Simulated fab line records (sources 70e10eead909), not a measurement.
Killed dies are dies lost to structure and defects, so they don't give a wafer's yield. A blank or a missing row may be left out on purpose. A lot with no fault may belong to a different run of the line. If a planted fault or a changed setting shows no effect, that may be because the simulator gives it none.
Chamber matching :: flow nandHarc :: NHARC_A_STAIRCASE_DESCUM_312 on rieDiel-06 has 4 sister chambers
The step chemistry O2, time 3 s. 24 wafers are shown with their chamber, then 12 later ones without.

WAFERS PAIRED WITH THEIR CHAMBERS
wafer: L076.1
chamber: 1
drypumpMotorCurrentA (A): 6.0
showerheadPlenumPTorr (Torr): 1.93
oesProductAu (a.u.): 1.003

wafer: L076.2
chamber: 2
drypumpMotorCurrentA (A): 5.5
showerheadPlenumPTorr (Torr): 2.08
oesProductAu (a.u.): 1.003

wafer: L076.6
chamber: 3
drypumpMotorCurrentA (A): 6.0
showerheadPlenumPTorr (Torr): 1.78
oesProductAu (a.u.): 0.980

wafer: L078.1
chamber: 2
drypumpMotorCurrentA (A): 5.4
showerheadPlenumPTorr (Torr): 2.07
oesProductAu (a.u.): 1.003

wafer: L078.3
chamber: 0
drypumpMotorCurrentA (A): 5.1
showerheadPlenumPTorr (Torr): 1.85
oesProductAu (a.u.): 1.007

wafer: L078.6
chamber: 2
drypumpMotorCurrentA (A): 5.4
showerheadPlenumPTorr (Torr): 2.07
oesProductAu (a.u.): 1.000

wafer: L077.1
chamber: 2
drypumpMotorCurrentA (A): 5.5
showerheadPlenumPTorr (Torr): 2.07
oesProductAu (a.u.): 1.013

wafer: L077.2
chamber: 1
drypumpMotorCurrentA (A): 6.0
showerheadPlenumPTorr (Torr): 1.93
oesProductAu (a.u.): 1.015

wafer: L077.4
chamber: 3
drypumpMotorCurrentA (A): 6.0
showerheadPlenumPTorr (Torr): 1.78
oesProductAu (a.u.): 0.984

wafer: L079.1
chamber: 0
drypumpMotorCurrentA (A): 5.1
showerheadPlenumPTorr (Torr): 1.85
oesProductAu (a.u.): 0.997

wafer: L079.3
chamber: 2
drypumpMotorCurrentA (A): 5.4
showerheadPlenumPTorr (Torr): 2.07
oesProductAu (a.u.): 1.006

wafer: L079.5
chamber: 0
drypumpMotorCurrentA (A): 5.1
showerheadPlenumPTorr (Torr): 1.85
oesProductAu (a.u.): 1.000

wafer: L083.3
chamber: 2
drypumpMotorCurrentA (A): 5.4
showerheadPlenumPTorr (Torr): 2.07
oesProductAu (a.u.): 1.003

wafer: L083.4
chamber: 1
drypumpMotorCurrentA (A): 6.0
showerheadPlenumPTorr (Torr): 1.93
oesProductAu (a.u.): 1.013

wafer: L083.6
chamber: 2
drypumpMotorCurrentA (A): 5.4
showerheadPlenumPTorr (Torr): 2.07
oesProductAu (a.u.): 1.014

wafer: L083.1
chamber: 3
drypumpMotorCurrentA (A): 6.0
showerheadPlenumPTorr (Torr): 1.78
oesProductAu (a.u.): 1.001

wafer: L083.2
chamber: 0
drypumpMotorCurrentA (A): 5.1
showerheadPlenumPTorr (Torr): 1.84
oesProductAu (a.u.): 1.000

wafer: L083.5
chamber: 3
drypumpMotorCurrentA (A): 6.0
showerheadPlenumPTorr (Torr): 1.78
oesProductAu (a.u.): 0.992

wafer: L086.1
chamber: 2
drypumpMotorCurrentA (A): 5.4
showerheadPlenumPTorr (Torr): 2.07
oesProductAu (a.u.): 0.996

wafer: L086.2
chamber: 0
drypumpMotorCurrentA (A): 5.1
showerheadPlenumPTorr (Torr): 1.84
oesProductAu (a.u.): 0.997

wafer: L086.3
chamber: 1
drypumpMotorCurrentA (A): 6.0
showerheadPlenumPTorr (Torr): 1.92
oesProductAu (a.u.): 1.016

wafer: L086.4
chamber: 3
drypumpMotorCurrentA (A): 6.0
showerheadPlenumPTorr (Torr): 1.78
oesProductAu (a.u.): 0.994

wafer: L086.5
chamber: 2
drypumpMotorCurrentA (A): 5.4
showerheadPlenumPTorr (Torr): 2.07
oesProductAu (a.u.): 1.003

wafer: L086.6
chamber: 3
drypumpMotorCurrentA (A): 6.0
showerheadPlenumPTorr (Torr): 1.78
oesProductAu (a.u.): 0.993

SIGNATURES (means of the wafers above)
reading: drypumpMotorCurrentA
chamber 0: 5.100
chamber 1: 6.000
chamber 2: 5.422
chamber 3: 6.000
scatter within a chamber: 0.0279

reading: showerheadPlenumPTorr
chamber 0: 1.8460
chamber 1: 1.9275
chamber 2: 2.0711
chamber 3: 1.7800
scatter within a chamber: 0.00377

reading: oesProductAu
chamber 0: 1.00020
chamber 1: 1.01175
chamber 2: 1.00456
chamber 3: 0.99067
scatter within a chamber: 0.00601
Rule: for a wafer and a chamber, the distance is found by dividing, reading by reading, the gap between the wafer's reading and the chamber's mean by the reading's scatter, squaring, summing and taking the root. The wafer belongs to the nearest chamber; if the next one is less than 2 further off, it can't be placed. The scatter: the root of (the sum of the squares of (reading less its chamber's mean) over the shown wafers, divided by (wafers less chambers)).

WAFERS WITH NO CHAMBER GIVEN
wafer: L091.1
drypumpMotorCurrentA (A): 6.0
showerheadPlenumPTorr (Torr): 1.92
oesProductAu (a.u.): 1.002

wafer: L091.2
drypumpMotorCurrentA (A): 6.0
showerheadPlenumPTorr (Torr): 1.77
oesProductAu (a.u.): 0.984

wafer: L091.6
drypumpMotorCurrentA (A): 5.1
showerheadPlenumPTorr (Torr): 1.84
oesProductAu (a.u.): 0.986

wafer: L092.2
drypumpMotorCurrentA (A): 5.1
showerheadPlenumPTorr (Torr): 1.84
oesProductAu (a.u.): 0.979

wafer: L092.3
drypumpMotorCurrentA (A): 6.0
showerheadPlenumPTorr (Torr): 1.77
oesProductAu (a.u.): 0.995

wafer: L092.6
drypumpMotorCurrentA (A): 6.0
showerheadPlenumPTorr (Torr): 1.92
oesProductAu (a.u.): 1.016

wafer: L093.1
drypumpMotorCurrentA (A): 6.0
showerheadPlenumPTorr (Torr): 1.92
oesProductAu (a.u.): 1.005

wafer: L093.3
drypumpMotorCurrentA (A): 6.0
showerheadPlenumPTorr (Torr): 1.77
oesProductAu (a.u.): 0.990

wafer: L093.5
drypumpMotorCurrentA (A): 6.0
showerheadPlenumPTorr (Torr): 1.92
oesProductAu (a.u.): 1.013

wafer: L095.1
drypumpMotorCurrentA (A): 6.0
showerheadPlenumPTorr (Torr): 1.92
oesProductAu (a.u.): 1.000

wafer: L095.4
drypumpMotorCurrentA (A): 5.1
showerheadPlenumPTorr (Torr): 1.83
oesProductAu (a.u.): 0.991

wafer: L095.6
drypumpMotorCurrentA (A): 5.5
showerheadPlenumPTorr (Torr): 2.06
oesProductAu (a.u.): 0.994

WHICH CHAMBER EACH WENT THROUGH
wafer: L091.1
from the rows above: 1
in truth: 1

wafer: L091.2
from the rows above: 3
in truth: 3

wafer: L091.6
from the rows above: 0
in truth: 0

wafer: L092.2
from the rows above: 0
in truth: 0

wafer: L092.3
from the rows above: 3
in truth: 3

wafer: L092.6
from the rows above: 1
in truth: 1

wafer: L093.1
from the rows above: 1
in truth: 1

wafer: L093.3
from the rows above: 3
in truth: 3

wafer: L093.5
from the rows above: 1
in truth: 1

wafer: L095.1
from the rows above: 1
in truth: 1

wafer: L095.4
from the rows above: 0
in truth: 0

wafer: L095.6
from the rows above: 2
in truth: 2
Placed correctly: 12 of 12. From these rows, 0 cannot be placed. Number placed wrongly: 0.
